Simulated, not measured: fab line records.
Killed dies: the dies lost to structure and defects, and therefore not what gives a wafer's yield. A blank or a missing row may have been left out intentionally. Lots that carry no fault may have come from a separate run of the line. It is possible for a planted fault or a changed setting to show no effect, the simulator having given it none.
A struck lot beside a sound one :: flow n5Finfet :: 25 out of 1938 route steps
Sound: the wafers L621.2, L621.4, L621.6. Wafers struck: L641.1, L641.4, L641.6. At the end, the cause is stated.
Each step with rows lists, per side, the tool, then ch with its chambers, then its first start. Under that, the readings that differ: sound wafers :: struck wafers :: difference of the means :: sigmas: that difference in standard deviations of wafers without a fault.
alike: a reading whose means differ by less than 2 such deviations, as well as words and numbers matching on both sides. not compared: withheld readings; readings where some wafer has no value; bounds like >300 that might hide an equal value; numbers whose values overlap and for which the record gives no deviation.
A row with sigmas, a row that says differs or no value, or rows on one side alone: a step with any of these is where the two part. Numbers that have no deviation but don't overlap get no sigmas and don't part them. Lack of a reading on every wafer of one side parts them only where that side has two or more wafers.

first, 1 step without rows for these wafers: N5_BEOL_M0_SAQP_PECVD_00 (deposits SiCN from 3MS/NH3, target thk 8 nm, time 14 s).
N5_BEOL_M0_SAQP_ILD_DEP_01: deposits SiOC from DEMS/O2, target thk 45.419 nm, time 8.7 s.
  sound on pecvd-02 ch 0,1,2, day 5 10:38; struck on pecvd-03 ch 0,2, day 10 10:33
  alike: heaterPowerOuterW, heaterPowerW, showerheadPlenumPTorr, throttleValvePct
then, 1 step without rows for these wafers: N5_BEOL_M0_SAQP_HM_DEP_02 (deposits TiN, target thk 12 nm).
N5_BEOL_M0_SAQP_PECVD_03: deposits SiCN from 3MS/NH3, target thk 12 nm, time 21.1 s.
  sound on pecvd-02 ch 0,1, day 5 11:34; struck on pecvd-04 ch 0,1,2, day 10 11:38
  alike: showerheadPlenumPTorr, throttleValvePct
then, 2 steps without rows for these wafers: N5_BEOL_M0_SAQP_PECVD_96 (deposits a-Si from SiH4/He, target thk 45 nm, time 45.2 s); N5_BEOL_M0_SAQP_PECVD_97 (deposits SiNx from SiH4/NH3/N2, target thk 23 nm, time 19.9 s).
N5_BEOL_M0_SAQP_PECVD_04: deposits a-Si from SiH4/He, target thk 60 nm, time 60.2 s.
  sound on pecvd-02 ch 0,1, day 5 11:41; struck on pecvd-04 ch 0,1,2, day 10 11:44
  alike: heaterPowerOuterW, heaterPowerW, showerheadPlenumPTorr, throttleValvePct
N5_BEOL_M0_SAQP_THK_MEAS_05:
  sound on filmMetro-02 at day 5 11:47; struck on filmMetro-02 at day 10 11:50
  alike: thkNm
N5_BEOL_M0_SAQP_HM_DEP_111: deposits SiO2 from SiH4/N2O, target thk 12 nm, time 7.2 s.
  sound on pecvd-03 ch 0,1, day 5 11:49; struck on pecvd-03 ch 1,2, day 10 11:53
  alike: heaterPowerOuterW, heaterPowerW, showerheadPlenumPTorr
then, 2 steps without rows for these wafers: N5_BEOL_M0_SAQP_COAT_81 (time 60 s, resist thk 100 nm); N5_BEOL_M0_SAQP_COAT_82 (time 60 s, resist thk 30 nm).
N5_BEOL_M0_SAQP_COAT_08: resist thk 90 nm.
  sound on lithoTrack-03 ch 0, day 5 11:53; struck on lithoTrack-05 ch 0, day 10 11:58
reading: spinSpeedRpm (rpm)
sound: 1498.1 1499.3 1500.3
struck: 1617.1 1617.0 1617.2
difference: +117.9
sigmas: +99 or more

reading: model.CAR-ArF_of_BEOL_M0_SAQP_COAT_08.thkNm (nm)
sound: 90 90.2 90
struck: 86.8 86.8 87
difference: -3.2
sigmas: 
then, 5 steps without rows for these wafers: N5_BEOL_M0_SAQP_EBR_10; N5_BEOL_M0_SAQP_SOFTBAKE_09 (time 60 s); N5_BEOL_M0_SAQP_EXPOSE_11 (exposes mask M0 CORE, target cd 42 nm); N5_BEOL_M0_SAQP_PEB_12 (peb time 60 s); N5_BEOL_M0_SAQP_DEVELOP_13 (develop time 30 s).
N5_BEOL_M0_SAQP_CD_MEAS_14: the cd target is 42.5 nm.
  sound on cdSem-01 ch 0, day 5 12:16; struck on cdSem-03 ch 0, day 10 12:19
  alike: cdNm
N5_BEOL_M0_SAQP_OVL_MEAS_15:
  sound on overlay-01 ch 0, day 5 12:17; struck on overlay-01 ch 0, day 10 12:21
  alike: M0_CORE_OVL
N5_BEOL_M0_SAQP_INSPECT_16: inspects for defects (brightfield).
  sound on defectInspect-02 at day 5 12:19; struck on defectInspect-01 at day 10 12:23
  alike: rawDefectCount
then, 1 step without rows for these wafers: N5_BEOL_M0_SAQP_DESCUM_19 (chemistry O2, time 7.9 s).
N5_BEOL_M0_SAQP_ETCH_83: etches SiARC in CF4, target depth 39 nm, time 65 s.
  sound on rieDiel-02 ch 0,3, day 5 12:23; struck on rieDiel-02 ch 0,3, day 10 12:27
reading: model.CAR-ArF_of_BEOL_M0_SAQP_COAT_08.thkNm (nm)
sound: 55.2 55.6 55.4
struck: 52.2 52.4 52.4
difference: -3.1
sigmas: 
  alike: biasW, drypumpMotorCurrentA, etchRfOnTimeS, oesProductAu, rfVppV, showerheadPlenumPTorr, throttleValvePct
  not compared: rfHoursCounterH
N5_BEOL_M0_SAQP_ETCH_84: etches SOC in N2/H2, target depth 100 nm, overetch 20 nm, time 150 s.
  sound on rieDiel-02 ch 0,3, day 5 12:26; struck on rieDiel-02 ch 0,3, day 10 12:30
  alike: biasW, drypumpMotorCurrentA, oesProductAu, rfVppV, showerheadPlenumPTorr, throttleValvePct
  not compared: rfHoursCounterH
-- record jumps: 3 days separate the struck wafers' starts on either side; left off in module BEOL_M0_SAQP, taken up again in module BEOL_M4, whose first shown step is the route's number 1111 --
N5_BEOL_M4_RC_MEAS_101:
  sound on prober-01 ch 0, day 7 17:30; struck on prober-01 ch 0, day 13 02:29
reading: DIBL_P (mV/V)
sound: 40.2 42.7 42.3
struck: 36.7 37.2 36.1
difference: -5.1
sigmas: -2
  alike: DIBL_N, IOFF_N, IOFF_P, ION_N, ION_P, SS_N, SS_P, VT_N, VT_P
-- here the record skips 4 days between the struck wafers' starts before and after, leaving off in module BEOL_M4 and picking up in module PASSIVATION (first step shown: number 1936 of the route) --
N5_PASSIVATION_PROBE_49:
  sound on prober-02 at day 12 02:58; struck on prober-02 at day 17 09:47
  alike: defectLimitedYield, killed_at_M0_to_M3, killed_at_M4_up, killedAtContacts, killedAtFrontEnd, killedAtOther, killedDies, killedOpen, killedShort, sort_bin_4_leakage, sort_bin_5_function, sort_bin_6_memory, sort_bin_8_speed, sortNPass, sortYieldPct

## WHERE THEY PART
First at N5_BEOL_M0_SAQP_COAT_08; last, within this record, at N5_BEOL_M4_RC_MEAS_101. Later steps at which nothing parts them and some readings are alike: N5_PASSIVATION_PROBE_49.

WHY: what the simulator had put in
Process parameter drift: lithoTrack-05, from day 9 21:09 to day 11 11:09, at N5_BEOL_M0_SAQP_COAT_08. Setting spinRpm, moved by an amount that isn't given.
